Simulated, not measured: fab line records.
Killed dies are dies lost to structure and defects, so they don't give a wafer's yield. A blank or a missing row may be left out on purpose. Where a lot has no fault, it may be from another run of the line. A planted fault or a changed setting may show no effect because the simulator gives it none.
Which tool was responsible? + flow nand-harc + Sampling: 13 lots, 39 wafers, 5 of 1302 route steps

== WHAT THE GAUGES READ, wafer by wafer ==
NHARC_END_SORT_01. Usual: killed-at-array 56, standard deviation 18; killed-at-other 1.4, standard deviation 1.5; killed-at-periphery 4, standard deviation 3.1; killed-dies 61, standard deviation 19; killed-open 3.5, standard deviation 1.8; killed-short 2.4, standard deviation 1.4.
| lot  | measured     | on        | killed-at-array | killed-at-other | killed-at-periphery | killed-dies | killed-open | killed-short | flag |
|------|--------------|-----------|-----------------|-----------------|---------------------|-------------|-------------|--------------|------|
| L939 | day 27 11:44 | prober-02 | 672 675 66      | 0 0 1           | 3 1 2               | 675 676 69  | 5 4 7       | 2 1 5        | OFF  |
| L938 | day 27 20:19 | prober-02 | 52 672 52       | 3 0 1           | 6 3 9               | 61 675 62   | 4 3 4       | 4 3 1        | OFF  |

== WHICH TOOL RAN EACH LOT (tool, then ch and the chambers of the sampled wafers, then the start) ==
| lot  | NHARC_A_CONTACT_DEP_28        | NHARC_THIN_TSV_CMP_01         | NHARC_THIN_TSV_DEGAS_49      | NHARC_THIN_TSV_DESCUM_35           |
|------|-------------------------------|-------------------------------|------------------------------|------------------------------------|
| L933 | acl-dep-02 ch 0, day 21 08:53 | cmp-02 ch 1,2,3, day 23 17:01 | pvd-sputter-02, day 23 21:16 | rie-diel-12 ch 1,2,3, day 24 00:32 |
| L932 | acl-dep-01 ch 0, day 21 09:31 | cmp-02 ch 1,3, day 23 18:14   | pvd-sputter-01, day 23 22:34 | rie-diel-12 ch 0,3, day 24 01:46   |
| L934 | acl-dep-02 ch 0, day 22 13:29 | cmp-03 ch 0,2,3, day 25 00:31 | pvd-sputter-02, day 25 04:31 | rie-diel-02 ch 1,2, day 25 07:49   |
| L939 | acl-dep-02 ch 0, day 24 05:23 | cmp-04 ch 3, day 26 19:16     | pvd-sputter-02, day 26 23:25 | rie-diel-02 ch 1, day 27 02:44     |
| L938 | acl-dep-02 ch 0, day 24 10:23 | cmp-02 ch 0,1, day 27 00:04   | pvd-sputter-02, day 27 04:17 | rie-diel-12 ch 1,3, day 27 07:35   |
| L948 | acl-dep-01 ch 0, day 27 14:05 | cmp-03 ch 2,3, day 30 09:38   | pvd-sputter-02, day 30 13:35 | rie-diel-12 ch 0,3, day 30 16:47   |
| L946 | acl-dep-03 ch 0, day 27 15:42 | cmp-02 ch 0,1,3, day 30 14:01 | pvd-sputter-01, day 30 18:06 | rie-diel-02 ch 0,1,2, day 30 21:25 |
| L947 | acl-dep-02 ch 0, day 28 10:19 | cmp-02 ch 1,2,3, day 31 02:07 | pvd-sputter-03, day 31 06:20 | rie-diel-12 ch 1,2, day 31 09:38   |
| L950 | acl-dep-02 ch 0, day 28 18:46 | cmp-04 ch 0,3, day 31 03:16   | pvd-sputter-01, day 31 07:22 | rie-diel-02 ch 1,2,3, day 31 10:40 |
| L952 | acl-dep-01 ch 0, day 29 17:48 | cmp-04 ch 1,2,3, day 32 10:17 | pvd-sputter-03, day 32 14:13 | rie-diel-12 ch 0,2,3, day 32 17:23 |
| L951 | acl-dep-02 ch 0, day 29 19:11 | cmp-04 ch 1,2, day 32 01:35   | pvd-sputter-03, day 32 05:37 | rie-diel-04 ch 0,1,3, day 32 08:54 |
| L954 | acl-dep-03 ch 0, day 30 14:53 | cmp-03 ch 1,2,3, day 33 03:41 | pvd-sputter-01, day 33 07:41 | rie-diel-04 ch 2,3, day 33 11:07   |
| L955 | acl-dep-03 ch 0, day 30 21:50 | cmp-04 ch 0,2,3, day 33 14:04 | pvd-sputter-03, day 33 18:20 | rie-diel-04 ch 1,2,3, day 33 21:39 |
- NHARC_A_CONTACT_DEP_28: deposits aC, target thk 7000 nm.
- NHARC_THIN_TSV_CMP_01: polishes.
- NHARC_THIN_TSV_DEGAS_49: time 120 s.
- NHARC_THIN_TSV_DESCUM_35: chemistry O2, time 3 s.

== WHAT THE TOOLS THEMSELVES READ (means of the sampled wafers that have a number; where no wafer has one, the mark that the record gives instead) ==
NHARC_A_CONTACT_DEP_28. Usual: throttle-valve-pct reads 35.001 % (standard deviation 0.0093).
| lot  | tool       | throttle-valve-pct (%) | flag |
|------|------------|------------------------|------|
| L933 | acl-dep-02 | 35.000                 |      |
| L932 | acl-dep-01 | 34.995                 |      |
| L934 | acl-dep-02 | 35.001                 |      |
| L939 | acl-dep-02 | 35.001                 |      |
| L938 | acl-dep-02 | 34.997                 |      |
| L948 | acl-dep-01 | 35.004                 |      |
| L946 | acl-dep-03 | 35.000                 |      |
| L947 | acl-dep-02 | 35.008                 |      |
| L950 | acl-dep-02 | 35.000                 |      |
| L952 | acl-dep-01 | 35.001                 |      |
| L951 | acl-dep-02 | 34.998                 |      |
| L954 | acl-dep-03 | 35.009                 |      |
| L955 | acl-dep-03 | 35.006                 |      |

NHARC_THIN_TSV_CMP_01. Usual: motor-current-A 12.4 A, standard deviation 1.5; slurry-filter-dp-kPa 13.48 kPa, standard deviation 0.14.
| lot  | tool   | motor-current-A (A) | slurry-filter-dp-kPa (kPa) | flag |
|------|--------|---------------------|----------------------------|------|
| L933 | cmp-02 | 12.5                | 13.53                      |      |
| L932 | cmp-02 | 11.0                | 13.37                      |      |
| L934 | cmp-03 | 12.9                | 13.31                      |      |
| L939 | cmp-04 | 9.4                 | 13.37                      |      |
| L938 | cmp-02 | 13.0                | 13.53                      |      |
| L948 | cmp-03 | 13.0                | 13.57                      |      |
| L946 | cmp-02 | 12.3                | 13.40                      |      |
| L947 | cmp-02 | 13.0                | 13.49                      |      |
| L950 | cmp-04 | 11.1                | 13.54                      |      |
| L952 | cmp-04 | 11.5                | 13.54                      |      |
| L951 | cmp-04 | 12.3                | 13.39                      |      |
| L954 | cmp-03 | 12.0                | 13.61                      |      |
| L955 | cmp-04 | 11.7                | 13.43                      |      |

NHARC_THIN_TSV_DEGAS_49. Usual: heater-power-w reads 460 W (standard deviation 63).
| lot  | tool           | heater-power-w (W) | flag |
|------|----------------|--------------------|------|
| L933 | pvd-sputter-02 | 449                |      |
| L932 | pvd-sputter-01 | 465                |      |
| L934 | pvd-sputter-02 | 478                |      |
| L939 | pvd-sputter-02 | 475                |      |
| L938 | pvd-sputter-02 | 416                |      |
| L948 | pvd-sputter-02 | 461                |      |
| L946 | pvd-sputter-01 | 454                |      |
| L947 | pvd-sputter-03 | 518                |      |
| L950 | pvd-sputter-01 | 457                |      |
| L952 | pvd-sputter-03 | 495                |      |
| L951 | pvd-sputter-03 | 520                |      |
| L954 | pvd-sputter-01 | 422                |      |
| L955 | pvd-sputter-03 | 489                |      |

NHARC_THIN_TSV_DESCUM_35. Usual: drypump-motor-current-A 5.7 A, standard deviation 0.42; oes-product-au 0.999 a.u., standard deviation 0.0098; rf-vpp-V 57.8 V, standard deviation 0.97; showerhead-plenum-p-Torr 1.91 Torr, standard deviation 0.083; throttle-valve-pct 11.310 %, standard deviation 0.0094.
| lot  | tool        | drypump-motor-current-A (A) | oes-product-au (a.u.) | rf-vpp-V (V) | showerhead-plenum-p-Torr (Torr) | throttle-valve-pct (%) | flag |
|------|-------------|-----------------------------|-----------------------|--------------|---------------------------------|------------------------|------|
| L933 | rie-diel-12 | 5.2                         | 1.001                 | 57.8         | 1.87                            | 11.307                 |      |
| L932 | rie-diel-12 | 5.6                         | 0.994                 | 58.0         | 1.93                            | 11.315                 |      |
| L934 | rie-diel-02 | 5.9                         | 0.992                 | 58.0         | 1.86                            | 11.315                 |      |
| L939 | rie-diel-02 | 5.9                         | 0.996                 | 57.7         | 1.88                            | 11.319                 |      |
| L938 | rie-diel-12 | 5.4                         | 0.993                 | 58.0         | 1.83                            | 11.306                 |      |
| L948 | rie-diel-12 | 5.5                         | 1.008                 | 57.8         | 1.85                            | 11.311                 |      |
| L946 | rie-diel-02 | 6.0                         | 0.987                 | 57.9         | 1.89                            | 11.309                 |      |
| L947 | rie-diel-12 | 5.3                         | 1.000                 | 58.2         | 1.90                            | 11.323                 |      |
| L950 | rie-diel-02 | 6.1                         | 1.006                 | 57.5         | 1.91                            | 11.309                 |      |
| L952 | rie-diel-12 | 5.3                         | 1.000                 | 57.9         | 1.91                            | 11.303                 |      |
| L951 | rie-diel-04 | 5.6                         | 1.003                 | 57.3         | 1.96                            | 11.312                 |      |
| L954 | rie-diel-04 | 5.7                         | 0.997                 | 57.3         | 1.86                            | 11.304                 |      |
| L955 | rie-diel-04 | 5.8                         | 0.999                 | 58.8         | 1.93                            | 11.311                 |      |

== THE ANSWER, worked out from the rows above alone ==
Rule: a lot counts as off when the mean over its wafers that have a number is more than 3 standard deviations away from the usual mean. Also off: a lot with no number at a reading for which 4 or more lots have one. All remaining lots with rows at the step are treated as sound. After the gauges, taken in route order, come the tools' own readings; for these a lot's mean is taken, as printed above. The first step at which some lot is off is used, and at that step the reading that is off furthest; a lot without a number counts as furthest.
Off at NHARC_END_SORT_01 (killed-at-array): L939, L938. Neither off nor sound, because the step has no rows for them: L933, L932, L934, L948, L946, L947, L950, L952, L951, L954, L955.
A tool fits if, at a process step before that reading, it ran every lot that is off, and no sound lot after the first of them. Gauges at NHARC_END_SORT_01: tried the same way as those tools. Can't be told from this: 3 tools fit, acl-dep-02 at NHARC_A_CONTACT_DEP_28, pvd-sputter-02 at NHARC_THIN_TSV_DEGAS_49, prober-02 at NHARC_END_SORT_01.

== WHAT HAD BEEN PUT IN BY THE SIMULATOR ==
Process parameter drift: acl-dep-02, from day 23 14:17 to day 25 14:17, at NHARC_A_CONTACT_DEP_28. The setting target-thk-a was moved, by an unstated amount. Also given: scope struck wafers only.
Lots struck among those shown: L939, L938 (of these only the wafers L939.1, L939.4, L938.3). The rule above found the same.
